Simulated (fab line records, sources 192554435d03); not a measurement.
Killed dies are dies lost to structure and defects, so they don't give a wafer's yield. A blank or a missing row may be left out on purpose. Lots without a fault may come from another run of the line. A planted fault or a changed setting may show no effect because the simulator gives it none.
Chamber matching | flow n5_finfet | N5_FIN_CUT_DESCUM_13 on rie_diel-06: 4 sister chambers
The step chemistry O2, time 7 s. 8 wafers are shown with their chamber, then 7 later ones without.

WAFERS WITH THEIR CHAMBER
wafer  | chamber | throttle_valve_pct (%) | rf_vpp_V (V)
L077.6 | 0       | 20.46                  | 244.1
L078.3 | 2       | 20.24                  | 245.0
L079.4 | 2       | 20.22                  | 245.3
L079.6 | 3       | 20.70                  | 243.1
L082.1 | 3       | 20.69                  | 241.5
L082.4 | 1       | 20.43                  | 241.5
L084.1 | 0       | 20.10                  | 243.5
L084.2 | 1       | 20.46                  | 240.5

WAFERS WITHOUT THEIR CHAMBER
wafer  | throttle_valve_pct (%) | rf_vpp_V (V)
L084.6 | 20.11                  | 244.7
L088.2 | 20.46                  | 242.3
L088.3 | 20.72                  | 241.1
L088.5 | 20.46                  | 241.1
L090.1 | 20.12                  | 243.8
L090.4 | 20.46                  | 241.4
L090.5 | 20.27                  | 243.9

WHICH CHAMBER EACH WENT THROUGH
wafer  | from the rows above          | in truth
L084.6 | can't be placed: 2 or 0      | 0
L088.2 | can't be placed: 3 or 1 or 0 | 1
L088.3 | can't be placed: 3 or 1      | 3
L088.5 | 1                            | 1
L090.1 | can't be placed: 0 or 2      | 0
L090.4 | can't be placed: 1 or 3      | 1
L090.5 | can't be placed: 0 or 2      | 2
Placed correctly: 1 of 7. Can't be placed from these rows: 6 (the true chamber is among the candidates in 6). Placed wrongly: 0.
How it was worked out, from the rows above alone: a wafer's distance from a chamber is the root of the sum, over the readings, of the square of ((its reading less the chamber's mean) divided by the reading's scatter). The wafer belongs to the nearest chamber; if the next one is less than 2 further off, it can't be placed. A chamber's mean is the mean of its shown wafers. The scatter: the root of (the sum of the squares of (reading less its chamber's mean) over the shown wafers, divided by (wafers less chambers)).
